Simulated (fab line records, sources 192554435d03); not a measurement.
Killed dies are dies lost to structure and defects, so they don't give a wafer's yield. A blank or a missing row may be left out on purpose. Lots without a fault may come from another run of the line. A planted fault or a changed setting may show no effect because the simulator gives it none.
Split-lot experiment | flow n5_finfet | 7 lots, 21 wafers read, on a route of 1938 steps

THE SPLIT
At N5_ZERO_LAYER_PECVD_02 (deposits SiO2 from SiH4/N2O, target thk 10 nm, time 6 s), the setting time_s was moved away from the recipe's 6 s on 4 of the 21 wafers read, by +11.0% to +13.2%. The other wafers ran this setting at the recipe's value.

The reading is taken at the split's own step.

THE READING
SiO2_of_ZERO_LAYER_PECVD_02.thk_nm (the simulator's own value, which no gauge read), in nm, at N5_ZERO_LAYER_PECVD_02 (deposits SiO2 from SiH4/N2O, target thk 10 nm, time 6 s). The file gives no usual value for it. The 17 wafers here that ran the recipe average 9.890 nm, standard deviation 0.16 nm.

wafer  | tool, chamber at the split | time_s as run, s | against the recipe | SiO2_of_ZERO_LAYER_PECVD_02.thk_nm, nm | against lot-mates on the recipe
L074.4 | pecvd-01, 1                | 6                | recipe             | 10.08                                  | -
L074.5 | pecvd-01, 0                | 6.79             | +13.2%             | 11.45                                  | +1.370
L074.6 | pecvd-01, 2                | 6.79             | +13.2%             | 11.38                                  | +1.300
L076.1 | pecvd-03, 1                | 6                | recipe             | 10                                     | -
L076.2 | pecvd-03, 0                | 6                | recipe             | 9.635                                  | -
L076.6 | pecvd-03, 0                | 6                | recipe             | 9.882                                  | -
L080.1 | pecvd-02, 1                | 6                | recipe             | 9.852                                  | -
L080.2 | pecvd-02, 0                | 6                | recipe             | 10.09                                  | -
L080.5 | pecvd-02, 1                | 6                | recipe             | 10.05                                  | -
L084.2 | pecvd-01, 0                | 6                | recipe             | 9.616                                  | -
L084.3 | pecvd-01, 1                | 6                | recipe             | 9.692                                  | -
L084.6 | pecvd-01, 0                | 6                | recipe             | 9.948                                  | -
L088.1 | pecvd-02, 0                | 6                | recipe             | 10.09                                  | -
L088.2 | pecvd-02, 1                | 6                | recipe             | 9.81                                   | -
L088.5 | pecvd-02, 0                | 6.665            | +11.1%             | 11.28                                  | +1.330
L093.1 | pecvd-03, 0                | 6                | recipe             | 9.912                                  | -
L093.3 | pecvd-03, 1                | 6.661            | +11.0%             | 10.91                                  | +0.894
L093.6 | pecvd-03, 1                | 6                | recipe             | 10.12                                  | -
L097.1 | pecvd-01, 2                | 6                | recipe             | 9.667                                  | -
L097.2 | pecvd-01, 1                | 6                | recipe             | 9.837                                  | -
L097.6 | pecvd-01, 2                | 6                | recipe             | 9.849                                  | -

THE FIT
A straight line over all 21 wafers: SiO2_of_ZERO_LAYER_PECVD_02.thk_nm changes by +0.113 nm for each +1% of time_s; r = +0.96; the points scatter about the line by 0.17 nm.
The same after taking each lot's own level away (the mean of its wafers on the recipe; 21 wafers): +0.101 nm for each +1%; r = +0.97; scatter 0.13 nm.
On that fit, the largest move of time_s shifts the reading by 1.3 nm.
The lots' own levels span 9.7520 to 10.0800 nm, that is 2.0 times the standard deviation above.
So the lot-to-lot level changes the slope: the two fits differ.
Check: with one of the wafers moved furthest among these (+13.2%) left out of the fit, the line predicts +1.32 nm for it against its lot-mates. It came out at +1.37 nm against them.

THE FILE'S OWN FIT
SiO2_of_ZERO_LAYER_PECVD_02.thk_nm changes by +0.101 nm for each +1% of time_s, r = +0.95.
